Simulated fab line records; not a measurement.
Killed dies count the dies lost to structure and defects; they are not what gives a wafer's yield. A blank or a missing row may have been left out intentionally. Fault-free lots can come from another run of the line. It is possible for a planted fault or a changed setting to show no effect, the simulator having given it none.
Split-lot trial | flow n5_finfet | 21 wafers read from 7 lots, route of 1938 steps

== SPLIT DETAILS ==
At N5_BEOL_M11_ETCH_41 (etches SiCN in CH3F/O2, target depth 42.6 nm, time 86 s), the setting time_s was moved away from the recipe's 86 s on 5 of the 21 wafers read, by -22.4% to +17.3%. This setting was run at the recipe's value on the other wafers.

The reading comes from the split's own step.

== THE READING ==
etch.depth_nm (the simulator's own value, which no gauge read), in nm, at N5_BEOL_M11_ETCH_41 (etches SiCN in CH3F/O2, target depth 42.6 nm, time 86 s). The file gives no usual value for it. Average 32.47 nm, standard deviation 0.81 nm, over the 16 wafers here run with the recipe.

wafer  | tool, chamber at the split | time_s as run, s | against the recipe | etch.depth_nm, nm | against lot-mates on the recipe
L076.1 | rie_diel-01, 0             | 96.33            | +12.0%             | 38.13             | +6.65
L076.4 | rie_diel-01, 3             | 86               | recipe             | 31.48             | -
L076.6 | rie_diel-01, 0             | 96.33            | +12.0%             | 38.25             | +6.77
L074.3 | rie_diel-02, 0             | 100.9            | +17.3%             | 36.56             | +4.94
L074.4 | rie_diel-02, 3             | 86               | recipe             | 31.15             | -
L074.5 | rie_diel-02, 1             | 86               | recipe             | 32.09             | -
L082.1 | rie_diel-01, 3             | 66.74            | -22.4%             | 23.88             | -9.20
L082.3 | rie_diel-01, 0             | 86               | recipe             | 33.22             | -
L082.6 | rie_diel-01, 2             | 86               | recipe             | 32.93             | -
L088.2 | rie_diel-01, 1             | 86               | recipe             | 31.58             | -
L088.6 | rie_diel-01, 1             | 86               | recipe             | 31.58             | -
L088.4 | rie_diel-01, 0             | 86               | recipe             | 33.65             | -
L089.1 | rie_diel-04, 2             | 86               | recipe             | 31.49             | -
L089.2 | rie_diel-04, 3             | 86               | recipe             | 33.52             | -
L089.6 | rie_diel-04, 1             | 86               | recipe             | 32.71             | -
L091.2 | rie_diel-04, 2             | 76.54            | -11.0%             | 27.7              | -5.25
L091.4 | rie_diel-04, 3             | 86               | recipe             | 33.49             | -
L091.6 | rie_diel-04, 1             | 86               | recipe             | 32.42             | -
L094.1 | rie_diel-04, 3             | 86               | recipe             | 33.32             | -
L094.2 | rie_diel-04, 1             | 86               | recipe             | 32.39             | -
L094.6 | rie_diel-04, 1             | 86               | recipe             | 32.53             | -

FIT RESULTS
A straight line over all 21 wafers: etch.depth_nm changes by +0.374 nm for each +1% of time_s; r = +0.95; the points scatter about the line by 1 nm.
The same after taking each lot's own level away (the mean of its wafers on the recipe; 21 wafers): +0.421 nm for each +1%; r = +0.96; scatter 0.97 nm.
Per that fit: largest time_s move, reading shift of 9.4 nm.
From 31.480 to 33.075 nm: that is the span of the lots' own levels, equal to 2.0 times the standard deviation above.
In other words, the slope is changed by the lot-to-lot level; the two fits disagree.
Check: for one of the wafers moved furthest among these (-22.4%), held out of the fit, the line's prediction against its lot-mates is -9.6 nm. Against them it came out at -9.2 nm.

== OTHER SPLITS ON THESE WAFERS ==
These wafers also went through other splits before the reading. Each is held against what the fit with the lots' levels taken away leaves over:
other split on the same wafers | wafers away from the commonest value | r with etch.depth_nm (lot level and that fit taken away)
N5_BEOL_M10_EXPOSE_25 dose_mj  | 8                                    | +0.08

== THE FILE'S OWN FIT ==
etch.depth_nm changes by +0.403 nm for each +1% of time_s, r = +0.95.
